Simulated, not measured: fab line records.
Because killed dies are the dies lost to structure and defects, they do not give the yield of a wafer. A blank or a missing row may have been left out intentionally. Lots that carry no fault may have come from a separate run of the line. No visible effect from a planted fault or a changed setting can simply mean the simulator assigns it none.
Which tool was responsible? -- flow nandHarc -- 21 lots with 63 wafers sampled at 4 steps, on a route of 1159 steps

## WHAT THE GAUGES SHOWED, per wafer
NHARC_P_M1_INSPECT_11. Usual: 3.7 for rawDefectCount, sd 2.3.
lot,measured,on,rawDefectCount,flag
L074,day 5 22:53,defectInspect-02,8 3 7,
L076,day 6 13:33,defectInspect-01,2 5 1,
L078,day 6 20:45,defectInspect-01,2 2 5,
L080,day 7 12:40,defectInspect-01,3 2 5,
L079,day 7 12:52,defectInspect-01,2 3 2,
L081,day 7 22:55,defectInspect-02,4 1 2,
L082,day 8 02:35,defectInspect-01,2 6 7,
L084,day 8 07:22,defectInspect-01,3 4 4,
L087,day 9 03:26,defectInspect-01,7 4 2,
L085,day 9 05:01,defectInspect-01,6 3 2,
L086,day 9 05:46,defectInspect-02,6 4 4,
L089,day 9 15:35,defectInspect-01,4 6 4,
L088,day 9 20:14,defectInspect-01,6 0 1,
L090,day 10 07:25,defectInspect-01,2 5 10,
L092,day 10 11:32,defectInspect-01,3 4 6,
L091,day 10 12:04,defectInspect-01,6 6 10,
L093,day 10 21:59,defectInspect-02,4 1 3,
L094,day 10 22:55,defectInspect-01,2 2 2,
L095,day 11 01:30,defectInspect-01,4 4 4,
L097,day 11 16:29,defectInspect-02,0 4 1,
L096,day 11 17:43,defectInspect-01,2 3 7,

## WHICH TOOL RAN EACH LOT (tool, then ch and the chambers of the sampled wafers, then the start)
lot,NHARC_P_M0_ETCH_34,NHARC_P_M0_STRIP_18,NHARC_P_M0_DEP_32
L074,"rieDiel-13 ch 0,1,3, day 5 18:58","rieDiel-07 ch 1,2,3, day 5 19:14","pecvd-04 ch 0,1,2, day 5 21:35"
L076,"rieDiel-07 ch 1,2,3, day 6 09:44","rieDiel-09 ch 0,1,2, day 6 10:02","pecvd-04 ch 0,1,2, day 6 12:18"
L078,"rieDiel-07 ch 0,1,3, day 6 16:48","rieDiel-13 ch 1,2,3, day 6 17:07","pecvd-01 ch 0,1, day 6 19:22"
L080,"rieDiel-13 ch 0,1, day 7 08:36","rieDiel-09 ch 0,2,3, day 7 08:53","pecvd-04 ch 0,2, day 7 11:13"
L079,"rieDiel-13 ch 1,2, day 7 09:00","rieDiel-09 ch 0,2,3, day 7 09:20","pecvd-01 ch 0,2, day 7 11:36"
L081,"rieDiel-07 ch 0,1,2, day 7 18:47","rieDiel-07 ch 0,1, day 7 19:05","pecvd-01 ch 0,1,2, day 7 21:42"
L082,"rieDiel-07 ch 0,2,3, day 7 22:29","rieDiel-09 ch 0,2,3, day 7 22:51","pecvd-02 ch 0,1,2, day 8 01:15"
L084,"rieDiel-07 ch 0,1,2, day 8 03:25","rieDiel-13 ch 1,2,3, day 8 03:47","pecvd-01 ch 0,1,2, day 8 06:05"
L087,"rieDiel-09 ch 0,2,3, day 8 23:40","rieDiel-09 ch 0,1,3, day 8 23:58","pecvd-04 ch 0,1,2, day 9 02:11"
L085,"rieDiel-09 ch 1,2,3, day 9 01:04","rieDiel-09 ch 0,2,3, day 9 01:21","pecvd-01 ch 0,2, day 9 03:38"
L086,"rieDiel-07 ch 0,1,2, day 9 01:23","rieDiel-09 ch 0,1,3, day 9 01:44","pecvd-01 ch 1,2, day 9 04:31"
L089,"rieDiel-09 ch 2,3, day 9 11:30","rieDiel-13 ch 0,2,3, day 9 11:47","pecvd-01 ch 0,2, day 9 14:11"
L088,"rieDiel-07 ch 0,2,3, day 9 16:19","rieDiel-13 ch 1,3, day 9 16:36","pecvd-04 ch 0,1,2, day 9 18:52"
L090,"rieDiel-07 ch 0,3, day 10 03:30","rieDiel-09 ch 0,3, day 10 03:47","pecvd-01 ch 0,1,2, day 10 06:14"
L092,"rieDiel-09 ch 0,1,2, day 10 07:31","rieDiel-07 ch 1,2,3, day 10 07:48","pecvd-04 ch 0,1, day 10 10:09"
L091,"rieDiel-09 ch 0,3, day 10 08:10","rieDiel-07 ch 1,2,3, day 10 08:29","pecvd-01 ch 0,1,2, day 10 10:43"
L093,"rieDiel-13 ch 0,1,3, day 10 18:10","rieDiel-13 ch 1,2, day 10 18:26","pecvd-02 ch 0,1,2, day 10 20:46"
L094,"rieDiel-09 ch 1,2,3, day 10 18:43","rieDiel-13 ch 0,2,3, day 10 19:02","pecvd-02 ch 0,1,2, day 10 21:41"
L095,"rieDiel-13 ch 1,2, day 10 21:35","rieDiel-09 ch 0,2,3, day 10 21:53","pecvd-02 ch 1,2, day 11 00:11"
L097,"rieDiel-09 ch 0,1, day 11 12:30","rieDiel-09 ch 0,1,2, day 11 12:53","pecvd-04 ch 0,1, day 11 15:07"
L096,"rieDiel-13 ch 0,2,3, day 11 13:44","rieDiel-09 ch 0,1,2, day 11 14:01","pecvd-02 ch 0,1,2, day 11 16:21"
- NHARC_P_M0_ETCH_34: etches the open film in N2/H2, target depth 40 nm, overetch 12 nm, time 43.94 s.
- NHARC_P_M0_STRIP_18: strips in N2/H2.
- NHARC_P_M0_DEP_32: deposits SiCN, target thk 30 nm.

## AS READ BY THE TOOLS THEMSELVES (means over the sampled wafers that have a number; for cases with no such wafer, the mark the record gives instead)
NHARC_P_M0_ETCH_34. Usual: biasW 149.9 W, standard deviation 0.44; drypumpMotorCurrentA 5.7 A, standard deviation 0.37; n2FlowSccm 150.0 sccm, standard deviation 0.51; oesProductAu 1.001 a.u., standard deviation 0.012; rfFwdPowerW 395.4 W, standard deviation 1.6; rfVppV 429.2 V, standard deviation 2.1; showerheadPlenumPTorr 1.99 Torr, standard deviation 0.07; throttleValvePct 14.173 %, standard deviation 0.0085.
lot,tool,biasW (W),drypumpMotorCurrentA (A),n2FlowSccm (sccm),oesProductAu (a.u.),rfFwdPowerW (W),rfVppV (V),showerheadPlenumPTorr (Torr),throttleValvePct (%),flag
L074,rieDiel-13,150.2,5.5,150.2,0.998,393.9,430.8,2.05,14.172,
L076,rieDiel-07,150.3,5.5,150.0,1.006,395.7,428.8,1.99,14.178,
L078,rieDiel-07,150.1,5.7,150.0,1.000,394.4,428.7,1.98,14.177,
L080,rieDiel-13,149.4,5.8,149.5,0.996,394.9,430.1,2.01,14.178,
L079,rieDiel-13,150.2,5.9,149.8,1.007,396.2,428.4,1.96,14.171,
L081,rieDiel-07,149.9,5.5,150.4,1.013,396.0,428.6,1.96,14.179,
L082,rieDiel-07,149.7,5.5,150.0,1.004,397.1,428.1,1.95,14.170,
L084,rieDiel-07,150.0,5.5,150.1,1.013,396.7,428.4,1.96,14.174,
L087,rieDiel-09,149.9,5.9,150.0,0.995,395.0,429.5,2.00,14.177,
L085,rieDiel-09,150.3,6.0,149.8,0.984,395.9,429.4,1.98,14.172,
L086,rieDiel-07,149.7,5.5,150.3,1.014,396.6,428.1,1.96,14.168,
L089,rieDiel-09,149.8,5.9,150.2,0.985,394.9,429.3,2.00,14.166,
L088,rieDiel-07,150.4,5.5,149.8,1.006,395.2,428.2,1.95,14.166,
L090,rieDiel-07,150.1,5.7,150.2,1.009,397.1,427.7,1.94,14.165,
L092,rieDiel-09,150.0,6.1,149.9,1.004,396.7,429.2,1.98,14.179,
L091,rieDiel-09,149.5,6.1,150.7,1.005,394.6,429.5,1.99,14.177,
L093,rieDiel-13,149.3,5.5,150.3,0.997,394.1,430.7,2.05,14.179,
L094,rieDiel-09,149.7,6.0,149.6,0.996,395.7,428.7,1.98,14.168,
L095,rieDiel-13,149.9,6.0,150.2,0.993,396.5,430.4,2.01,14.177,
L097,rieDiel-09,150.0,6.3,149.8,1.006,396.7,427.7,1.94,14.179,
L096,rieDiel-13,149.4,5.4,150.4,0.996,395.1,430.3,2.01,14.171,

NHARC_P_M0_STRIP_18. Usual: for drypumpMotorCurrentA, 5.8 A with a standard deviation of 0.39; for n2FlowSccm, 150.0 sccm with a standard deviation of 0.43; for oesProductAu, 1.002 a.u. with a standard deviation of 0.012; for rfFwdPowerW, 997 W with a standard deviation of 3.3; for rfVppV, 90.3 V with a standard deviation of 0.85; for showerheadPlenumPTorr, 1.99 Torr with a standard deviation of 0.072; for throttleValvePct, 14.170 % with a standard deviation of 0.0083.
lot,tool,drypumpMotorCurrentA (A),n2FlowSccm (sccm),oesProductAu (a.u.),rfFwdPowerW (W),rfVppV (V),showerheadPlenumPTorr (Torr),throttleValvePct (%),flag
L074,rieDiel-07,5.5,150.1,1.001,999,90.9,1.99,14.164,
L076,rieDiel-09,6.1,150.5,1.001,996,90.7,1.98,14.171,
L078,rieDiel-13,5.6,149.6,0.997,994,89.9,2.05,14.167,
L080,rieDiel-09,5.9,150.1,0.999,996,90.6,2.00,14.179,
L079,rieDiel-09,5.9,150.0,0.995,997,89.7,2.00,14.168,
L081,rieDiel-07,5.7,150.2,1.018,1000,90.7,1.99,14.166,
L082,rieDiel-09,5.9,149.9,0.998,998,90.5,2.00,14.169,
L084,rieDiel-13,5.6,149.8,1.005,1000,91.7,2.05,14.172,
L087,rieDiel-09,6.2,150.3,0.995,997,90.5,1.97,14.179,
L085,rieDiel-09,5.9,150.2,1.002,994,90.4,2.00,14.171,
L086,rieDiel-09,6.2,150.5,1.001,994,90.1,1.97,14.175,
L089,rieDiel-13,5.4,149.7,1.006,996,90.0,2.01,14.175,
L088,rieDiel-13,5.8,150.2,1.001,1001,90.5,2.10,14.169,
L090,rieDiel-09,6.0,150.2,0.998,1000,89.8,1.99,14.167,
L092,rieDiel-07,5.5,150.4,1.003,996,89.4,1.99,14.177,
L091,rieDiel-07,5.5,150.0,1.009,998,90.5,1.99,14.174,
L093,rieDiel-13,6.0,149.8,1.005,994,90.1,2.01,14.176,
L094,rieDiel-13,5.4,150.1,1.000,998,90.2,2.01,14.168,
L095,rieDiel-09,5.9,150.3,1.004,999,90.8,2.00,14.168,
L097,rieDiel-09,6.1,149.7,0.995,997,90.8,1.98,14.167,
L096,rieDiel-09,6.1,149.9,1.000,997,89.4,1.98,14.165,

NHARC_P_M0_DEP_32. Usual: heaterPowerW 564 W, standard deviation 57; rfFwdPowerW 449.2 W, standard deviation 1.3.
lot,tool,heaterPowerW (W),rfFwdPowerW (W),flag
L074,pecvd-04,575,450.4,
L076,pecvd-04,540,450.2,
L078,pecvd-01,541,448.8,
L080,pecvd-04,581,448.7,
L079,pecvd-01,584,449.7,
L081,pecvd-01,612,449.2,
L082,pecvd-02,536,448.4,
L084,pecvd-01,612,449.4,
L087,pecvd-04,586,449.4,
L085,pecvd-01,556,449.2,
L086,pecvd-01,584,448.5,
L089,pecvd-01,530,448.7,
L088,pecvd-04,582,449.4,
L090,pecvd-01,569,449.4,
L092,pecvd-04,552,448.9,
L091,pecvd-01,565,447.8,
L093,pecvd-02,530,449.6,
L094,pecvd-02,529,448.0,
L095,pecvd-02,530,449.0,
L097,pecvd-04,542,447.8,
L096,pecvd-02,519,448.9,

## THE ANSWER, worked out from the rows above alone
Rule: take the mean of a lot's wafers that have a number; if it is more than 3 standard deviations from the usual mean, the lot is off. A lot without any number at a reading at which 4 lots or more have one is off too. The other lots that the step has rows for count as sound. First the gauges in route order, then the tools' own readings, where a lot's mean is used as printed above. At the first step where some lot is off, the reading lying furthest off is the one used; lots without a number count as furthest.
No lot is off at any reading shown: from this, nothing can be told.

## WHAT THE SIMULATOR HAD PUT IN
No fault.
